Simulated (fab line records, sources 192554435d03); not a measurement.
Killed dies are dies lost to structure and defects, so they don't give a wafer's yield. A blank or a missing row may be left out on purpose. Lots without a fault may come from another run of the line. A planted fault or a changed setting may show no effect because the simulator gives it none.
Chamber matching | flow n5_finfet | N5_BEOL_M8_VIA_ETCH_34 on rie_diel-05: 4 sister chambers
The step etches SiCOH lowk in C4F6/O2, target depth 125.5 nm, time 50.5 s. 14 wafers are shown with their chamber, then 7 later ones without.

WAFERS WITH THEIR CHAMBER
wafer  | chamber | rf_vpp_V (V) | throttle_valve_pct (%) | showerhead_plenum_p_Torr (Torr)
L081.1 | 1       | 663          | 20.71                  | 3.02
L081.2 | 2       | 657          | 20.93                  | 2.91
L081.4 | 0       | 680          | 20.87                  | 2.88
L086.3 | 3       | 663          | 21.09                  | 2.92
L086.5 | 2       | 658          | 20.94                  | 2.91
L086.6 | 1       | 665          | 20.74                  | 3.01
L090.3 | 1       | 664          | 20.74                  | 3.01
L090.5 | 1       | 663          | 20.73                  | 3.01
L090.6 | 3       | 663          | 21.10                  | 2.92
L088.2 | 3       | 664          | 21.10                  | 2.91
L088.5 | 3       | 663          | 21.11                  | 2.91
L088.6 | 1       | 664          | 20.74                  | 3.01
L097.3 | 2       | 656          | 20.96                  | 2.90
L097.4 | 0       | 681          | 20.89                  | 2.87

SIGNATURES (means of the wafers above)
reading                  | chamber 0 | chamber 1 | chamber 2 | chamber 3 | scatter within a chamber
rf_vpp_V                 | 680.50    | 663.80    | 657.00    | 663.25    | 0.778
throttle_valve_pct       | 20.8800   | 20.7320   | 20.9433   | 21.1000   | 0.0124
showerhead_plenum_p_Torr | 2.8750    | 3.0120    | 2.9067    | 2.9150    | 0.00545
Rule: a wafer's distance from a chamber is the root of the sum, over the readings, of the square of ((its reading less the chamber's mean) divided by the reading's scatter). The wafer belongs to the nearest chamber; if the next one is less than 2 further off, it can't be placed. The scatter: the root of (the sum of the squares of (reading less its chamber's mean) over the shown wafers, divided by (wafers less chambers)).

WAFERS WITHOUT THEIR CHAMBER
wafer  | rf_vpp_V (V) | throttle_valve_pct (%) | showerhead_plenum_p_Torr (Torr)
L097.5 | 657          | 20.97                  | 2.90
L091.1 | 658          | 20.95                  | 2.90
L091.2 | 680          | 20.90                  | 2.87
L091.3 | 666          | 20.78                  | 3.01
L092.1 | 680          | 20.89                  | 2.87
L092.2 | 655          | 20.98                  | 2.90
L092.5 | 680          | 20.89                  | 2.87

WHICH CHAMBER EACH WENT THROUGH
wafer  | from the rows above | in truth
L097.5 | 2                   | 2
L091.1 | 2                   | 2
L091.2 | 0                   | 0
L091.3 | 1                   | 1
L092.1 | 0                   | 0
L092.2 | 2                   | 2
L092.5 | 0                   | 0
Placed correctly: 7 of 7. Can't be placed from these rows: 0. Placed wrongly: 0.
